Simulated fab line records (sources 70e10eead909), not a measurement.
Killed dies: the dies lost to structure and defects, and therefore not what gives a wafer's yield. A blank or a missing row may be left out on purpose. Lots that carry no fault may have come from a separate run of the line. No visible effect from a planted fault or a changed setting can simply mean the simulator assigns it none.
Matching of chambers || flow nand harc || rie diel-05 running NHARC_A_STAIRCASE_TRIM_20: 4 sister chambers
The step chemistry O2, time 211.2 s. 8 wafers are shown with their chamber, then 10 later ones without.

== EACH WAFER AND ITS CHAMBER ==
{"wafer": "L080.1", "chamber": 3, "showerhead plenum p Torr (Torr)": 3.57, "drypump motor current A (A)": 6.08}
{"wafer": "L082.5", "chamber": 2, "showerhead plenum p Torr (Torr)": 3.60, "drypump motor current A (A)": 6.05}
{"wafer": "L082.6", "chamber": 1, "showerhead plenum p Torr (Torr)": 3.33, "drypump motor current A (A)": 5.77}
{"wafer": "L087.1", "chamber": 0, "showerhead plenum p Torr (Torr)": 3.34, "drypump motor current A (A)": 5.57}
{"wafer": "L087.5", "chamber": 2, "showerhead plenum p Torr (Torr)": 3.59, "drypump motor current A (A)": 6.09}
{"wafer": "L087.6", "chamber": 3, "showerhead plenum p Torr (Torr)": 3.56, "drypump motor current A (A)": 6.04}
{"wafer": "L086.1", "chamber": 1, "showerhead plenum p Torr (Torr)": 3.32, "drypump motor current A (A)": 5.80}
{"wafer": "L086.2", "chamber": 0, "showerhead plenum p Torr (Torr)": 3.34, "drypump motor current A (A)": 5.57}

== WAFERS WITH NO CHAMBER GIVEN ==
{"wafer": "L086.6", "showerhead plenum p Torr (Torr)": 3.59, "drypump motor current A (A)": 6.08}
{"wafer": "L092.1", "showerhead plenum p Torr (Torr)": 3.55, "drypump motor current A (A)": 6.05}
{"wafer": "L092.3", "showerhead plenum p Torr (Torr)": 3.31, "drypump motor current A (A)": 5.83}
{"wafer": "L092.4", "showerhead plenum p Torr (Torr)": 3.33, "drypump motor current A (A)": 5.57}
{"wafer": "L096.1", "showerhead plenum p Torr (Torr)": 3.54, "drypump motor current A (A)": 6.01}
{"wafer": "L096.2", "showerhead plenum p Torr (Torr)": 3.58, "drypump motor current A (A)": 6.05}
{"wafer": "L096.5", "showerhead plenum p Torr (Torr)": 3.32, "drypump motor current A (A)": 5.56}
{"wafer": "L096.3", "showerhead plenum p Torr (Torr)": 3.32, "drypump motor current A (A)": 5.57}
{"wafer": "L096.4", "showerhead plenum p Torr (Torr)": 3.30, "drypump motor current A (A)": 5.78}
{"wafer": "L096.6", "showerhead plenum p Torr (Torr)": 3.54, "drypump motor current A (A)": 6.07}

== WHICH CHAMBER EACH ONE RAN IN ==
{"wafer": "L086.6", "from the rows above": 2, "in truth": 2}
{"wafer": "L092.1", "from the rows above": 3, "in truth": 3}
{"wafer": "L092.3", "from the rows above": 1, "in truth": 1}
{"wafer": "L092.4", "from the rows above": 0, "in truth": 0}
{"wafer": "L096.1", "from the rows above": 3, "in truth": 3}
{"wafer": "L096.2", "from the rows above": "can't be placed: 3 or 2", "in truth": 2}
{"wafer": "L096.5", "from the rows above": 0, "in truth": 0}
{"wafer": "L096.3", "from the rows above": 0, "in truth": 0}
{"wafer": "L096.4", "from the rows above": 1, "in truth": 1}
{"wafer": "L096.6", "from the rows above": 3, "in truth": 3}
Correctly placed: 9 of 10. From these rows, 1 cannot be placed; in 1 the true chamber is one of the candidates. Placed wrongly: 0.
How it was worked out, from the rows above alone: a wafer's distance from a chamber is the root of the sum, over the readings, of the square of ((its reading less the chamber's mean) divided by the reading's scatter). If the next closest chamber is less than 2 further off than the closest, the wafer can't be placed; otherwise it belongs to the closest. The mean given for a chamber averages the wafers shown for that chamber. How the scatter is found: for the shown wafers, subtract from each reading the mean of its chamber, square and add these, divide the total by (wafers less chambers), then take the root.
